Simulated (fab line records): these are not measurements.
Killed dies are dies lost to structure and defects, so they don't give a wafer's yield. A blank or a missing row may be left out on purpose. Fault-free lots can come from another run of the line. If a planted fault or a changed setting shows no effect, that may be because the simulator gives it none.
The tool behind it: which one? -- flow n5Finfet -- 12 lots, 36 wafers sampled, at 5 steps of a route of 1938

## WHAT THE GAUGES READ, wafer by wafer
The record holds no reading of a measuring or inspecting step that can be judged against a usual standard deviation.

## EACH LOT AND THE TOOL THAT RAN IT (in order: tool; ch and the chambers of the sampled wafers; start)
lot,N5_BEOL_M5_ANNEAL_84,N5_BEOL_M5_CO_CAP_78,N5_BEOL_M6_PECVD_70,N5_BEOL_M6_COAT_60,N5_PASSIVATION_PROBE_49
L169,"pvdSputter-03, day 9 18:27","cvdCo-02 ch 0,1,2, day 9 21:25","pecvd-01 ch 1,2, day 9 22:17","lithoTrack-03 ch 0, day 9 23:17","prober-01, day 14 05:41"
L170,"pvdSputter-02, day 9 22:07","cvdCo-02 ch 1,2, day 10 02:58","pecvd-03 ch 0,1, day 10 04:00","lithoTrack-03 ch 0, day 10 05:19","prober-01, day 14 07:02"
L171,"pvdSputter-01, day 10 02:46","cvdCo-01 ch 0,1,2, day 10 05:57","pecvd-01 ch 0,1,2, day 10 06:49","lithoTrack-02 ch 0, day 10 08:22","prober-01, day 14 06:26"
L172,"pvdSputter-03, day 10 06:22","cvdCo-02 ch 0,1,2, day 10 09:42","pecvd-03 ch 1, day 10 10:35","lithoTrack-02 ch 0, day 10 11:35","prober-02, day 14 07:43"
L175,"pvdSputter-03, day 10 23:19","cvdCo-02 ch 0,1, day 11 02:17","pecvd-01 ch 0,1,2, day 11 03:23","lithoTrack-03 ch 0, day 11 04:29","prober-01, day 14 20:19"
L176,"pvdSputter-01, day 11 14:47","cvdCo-02 ch 0,1,2, day 11 17:46","pecvd-01 ch 0, day 11 18:38","lithoTrack-04 ch 0, day 11 19:22","prober-01, day 15 12:16"
L177,"pvdSputter-02, day 11 18:04","cvdCo-01 ch 1,2, day 11 21:11","pecvd-04 ch 1,2, day 11 22:04","lithoTrack-03 ch 0, day 11 22:58","prober-01, day 15 11:31"
L181,"pvdSputter-03, day 12 06:46","cvdCo-02 ch 0,2, day 12 10:35","pecvd-01 ch 1,2, day 12 11:27","lithoTrack-03 ch 0, day 12 12:01","prober-02, day 15 19:33"
L184,"pvdSputter-01, day 14 00:20","cvdCo-01 ch 1,2, day 14 03:27","pecvd-01 ch 0,2, day 14 04:19","lithoTrack-03 ch 0, day 14 05:16","prober-01, day 18 05:51"
L186,"pvdSputter-02, day 14 04:14","cvdCo-01 ch 0,1, day 14 07:25","pecvd-01 ch 0,2, day 14 08:17","lithoTrack-03 ch 0, day 14 09:53","prober-01, day 17 23:02"
L189,"pvdSputter-01, day 14 08:35","cvdCo-02 ch 1,2, day 14 11:38","pecvd-01 ch 0,2, day 14 12:31","lithoTrack-02 ch 0, day 14 14:09","prober-01, day 18 11:47"
L187,"pvdSputter-03, day 14 08:42","cvdCo-02 ch 0,1, day 14 11:51","pecvd-03 ch 0,2, day 14 13:11","lithoTrack-03 ch 0, day 14 14:25","prober-02, day 18 07:50"
- N5_BEOL_M5_ANNEAL_84: time 1800 s.
- N5_BEOL_M5_CO_CAP_78: material Co, precursor CCTBA/H2, target thk 2 nm, time 102.1 s.
- N5_BEOL_M6_PECVD_70: deposits SiO2 from TEOS/O2, target thk 20 nm, time 22.7 s.
- N5_BEOL_M6_COAT_60: time 60 s, resist thk 35 nm.
- N5_PASSIVATION_PROBE_49

## AS READ BY THE TOOLS THEMSELVES (means over the sampled wafers that have a number; for cases with no such wafer, the mark the record gives instead)
N5_BEOL_M5_ANNEAL_84. Usual: heaterPowerW 837 W, standard deviation 56.
lot,tool,heaterPowerW (W),flag
L169,pvdSputter-03,854,
L170,pvdSputter-02,822,
L171,pvdSputter-01,894,
L172,pvdSputter-03,841,
L175,pvdSputter-03,841,
L176,pvdSputter-01,854,
L177,pvdSputter-02,822,
L181,pvdSputter-03,821,
L184,pvdSputter-01,866,
L186,pvdSputter-02,766,
L189,pvdSputter-01,856,
L187,pvdSputter-03,823,

N5_BEOL_M5_CO_CAP_78. Usual: heaterPowerW 254 W, standard deviation 16.
lot,tool,heaterPowerW (W),flag
L169,cvdCo-02,260,
L170,cvdCo-02,266,
L171,cvdCo-01,240,
L172,cvdCo-02,264,
L175,cvdCo-02,261,
L176,cvdCo-02,264,
L177,cvdCo-01,234,
L181,cvdCo-02,268,
L184,cvdCo-01,239,
L186,cvdCo-01,244,
L189,cvdCo-02,269,
L187,cvdCo-02,251,

N5_BEOL_M6_PECVD_70. Usual: heaterPowerW 702 W, standard deviation 100; showerheadPlenumPTorr 8.76 Torr, standard deviation 0.053; throttleValvePct 21.4 %, standard deviation 0.99.
lot,tool,heaterPowerW (W),showerheadPlenumPTorr (Torr),throttleValvePct (%),flag
L169,pecvd-01,696,8.74,22.0,
L170,pecvd-03,598,8.77,21.8,
L171,pecvd-01,761,8.76,21.5,
L172,pecvd-03,767,8.78,21.7,
L175,pecvd-01,732,8.78,21.5,
L176,pecvd-01,791,8.79,21.9,
L177,pecvd-04,815,8.78,21.4,
L181,pecvd-01,685,8.76,22.0,
L184,pecvd-01,780,8.79,21.2,
L186,pecvd-01,757,8.79,21.3,
L189,pecvd-01,803,8.80,21.4,
L187,pecvd-03,586,8.70,21.1,

N5_BEOL_M6_COAT_60. Usual: chillPlateTempC 22.99 C, standard deviation 0.11; heaterPowerTotalW 427.4 W, standard deviation 2.2; plateTempC 220.00 C, standard deviation 0.15.
lot,tool,chillPlateTempC (C),heaterPowerTotalW (W),plateTempC (C),flag
L169,lithoTrack-03,23.06,425.6,220.03,
L170,lithoTrack-03,23.01,427.5,219.96,
L171,lithoTrack-02,22.93,426.8,220.15,
L172,lithoTrack-02,23.02,427.3,220.10,
L175,lithoTrack-03,22.86,428.1,220.16,
L176,lithoTrack-04,22.99,427.9,219.86,
L177,lithoTrack-03,22.94,426.2,220.00,
L181,lithoTrack-03,22.96,427.6,220.18,
L184,lithoTrack-03,23.01,473.7,238.68,OFF
L186,lithoTrack-03,23.10,474.2,238.84,OFF
L189,lithoTrack-02,22.92,428.8,219.99,
L187,lithoTrack-03,23.04,473.6,238.83,OFF

N5_PASSIVATION_PROBE_49. Usual: defectLimitedYield 91.0 %, standard deviation 1.6; killed_at_M0_to_M3 35, standard deviation 11; killed_at_M4_up 14, standard deviation 5.1; killedAtContacts 12, standard deviation 6.6; killedAtFrontEnd 41, standard deviation 12; killedAtOther 4, standard deviation 3; killedDies 107, standard deviation 19; killedOnRim 14, standard deviation 4.6; killedOpen 70, standard deviation 15; killedShort 35, standard deviation 8.5; sort_bin_5_function 5.3 %, standard deviation 1; sort_bin_6_memory 3.4 %, standard deviation 0.73; sort_bin_8_speed 0.00 %, standard deviation 0.007; sortNPass 1073, standard deviation 19; sortYieldPct 91.0 %, standard deviation 1.6.
lot,tool,defectLimitedYield (%),killed_at_M0_to_M3,killed_at_M4_up,killedAtContacts,killedAtFrontEnd,killedAtOther,killedDies,killedOnRim,killedOpen,killedShort,sort_bin_5_function (%),sort_bin_6_memory (%),sort_bin_8_speed (%),sortNPass,sortYieldPct (%),flag
L169,prober-01,88.7,37,20,12,60,5,133,22,82,48,6.4,4.3,0.00,1047,88.7,
L170,prober-01,91.7,29,11,11,43,3,98,15,63,33,4.8,3.1,0.00,1082,91.7,
L171,prober-01,91.2,29,8,9,51,7,104,16,57,46,5.1,3.2,0.00,1076,91.2,
L172,prober-02,89.7,50,12,15,40,6,121,17,80,41,6.0,3.8,0.00,1059,89.7,
L175,prober-01,90.4,37,14,12,48,2,113,17,79,33,5.4,3.8,0.00,1067,90.4,
L176,prober-01,91.2,23,11,13,56,1,104,14,68,36,5.0,3.4,0.00,1076,91.2,
L177,prober-01,90.5,54,8,8,33,8,111,16,70,40,5.4,3.7,0.00,1069,90.5,
L181,prober-02,91.8,32,16,11,35,1,96,15,61,35,4.6,3.3,0.03,1083,91.8,OFF
L184,prober-01,92.1,37,12,10,32,3,93,13,59,33,4.7,2.9,0.00,1087,92.1,
L186,prober-01,90.6,31,13,7,57,4,111,14,66,44,5.3,3.8,0.00,1069,90.6,
L189,prober-01,91.6,26,18,4,48,2,99,13,64,32,4.9,3.0,0.00,1081,91.6,
L187,prober-02,92.4,32,12,11,31,4,90,8,51,38,4.2,2.9,0.00,1090,92.4,

## THE ANSWER, worked out from the rows above alone
Rule: lot off if the mean of its wafers having a number is beyond 3 standard deviations from the usual mean. Also off: a lot with no number at a reading for which 4 or more lots have one. Any other lot the step has rows for is counted as sound. The gauges are gone through in route order, then the tools' own readings, and for those a lot's mean is taken as printed above. At the first step where some lot is off, the reading lying furthest off is the one used; lots without a number count as furthest.
Off at N5_BEOL_M6_COAT_60 (plateTempC): L184, L186, L187.
A tool fits if, at that step or a process step before it, it ran every lot that is off, and no sound lot after the first of them. One candidate fits, namely lithoTrack-03 at N5_BEOL_M6_COAT_60. Its last sound lot is L181 (day 12 12:01), its first lot that is off L184 (day 14 05:16): a fault that began between those two fits.
The tool's own readings at N5_BEOL_M6_COAT_60 bear it out: on the lots that are off they differ by more than 5 times the standard deviation of the sound lots' means. heaterPowerTotalW reads 473.8 W there against 427.3 W on the sound lots; plateTempC reads 238.78 C there against 220.05 C on the sound lots.

## WHAT WAS PUT IN BY THE SIMULATOR
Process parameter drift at N5_BEOL_M6_COAT_60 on lithoTrack-03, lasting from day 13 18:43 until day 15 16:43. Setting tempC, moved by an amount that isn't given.
Lots struck among those shown: L184, L186, L187. The rule above found the same.
